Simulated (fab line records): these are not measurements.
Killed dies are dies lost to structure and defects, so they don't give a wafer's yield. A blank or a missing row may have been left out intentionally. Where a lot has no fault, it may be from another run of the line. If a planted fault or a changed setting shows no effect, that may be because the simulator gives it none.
Matching of chambers | flow n5Finfet | N5_BEOL_M0_SAQP_MANDREL_ETCH_20 on rieSi-02 has 4 sister chambers
The step etches a-Si in HBr/Cl2, stops on SiNx, target depth 60 nm, bt time 10 s, time 30 s. 8 wafers are shown with their chamber, then 8 later ones without.

== EACH WAFER AND ITS CHAMBER ==
wafer  | chamber | throttleValvePct (%) | drypumpMotorCurrentA (A)
L084.4 | 0       | 35.58                | 5.9
L084.6 | 0       | 35.58                | 5.9
L085.2 | 3       | 35.48                | 5.9
L085.6 | 3       | 35.48                | 5.9
L089.2 | 1       | 35.88                | 6.0
L089.4 | 2       | 35.49                | 5.6
L089.6 | 2       | 35.50                | 5.5
L091.1 | 1       | 35.88                | 6.0

== WAFERS WITH NO CHAMBER GIVEN ==
wafer  | throttleValvePct (%) | drypumpMotorCurrentA (A)
L091.2 | 35.46                | 5.9
L091.4 | 35.57                | 5.9
L093.1 | 35.85                | 6.1
L093.5 | 35.85                | 6.1
L093.6 | 35.52                | 5.5
L097.2 | 35.47                | 5.9
L097.4 | 35.59                | 5.9
L097.5 | 35.45                | 5.9

== WHICH CHAMBER EACH ONE RAN IN ==
wafer  | from the rows above | in truth
L091.2 | 3                   | 3
L091.4 | 0                   | 0
L093.1 | 1                   | 1
L093.5 | 1                   | 1
L093.6 | 2                   | 2
L097.2 | 3                   | 3
L097.4 | 0                   | 0
L097.5 | 3                   | 3
Correct placement for 8 of the 8. Can't be placed from these rows: 0. Wrongly placed: 0.
How it was worked out, from the rows above alone: a wafer's distance from a chamber is the root of the sum, over the readings, of the square of ((its reading less the chamber's mean) divided by the reading's scatter). The wafer belongs to the nearest chamber; if the next one is less than 2 further off, it can't be placed. For every chamber, the mean is computed from those of its wafers that are shown. How the scatter is found: for the shown wafers, subtract from each reading the mean of its chamber, square and add these, divide the total by (wafers less chambers), then take the root.
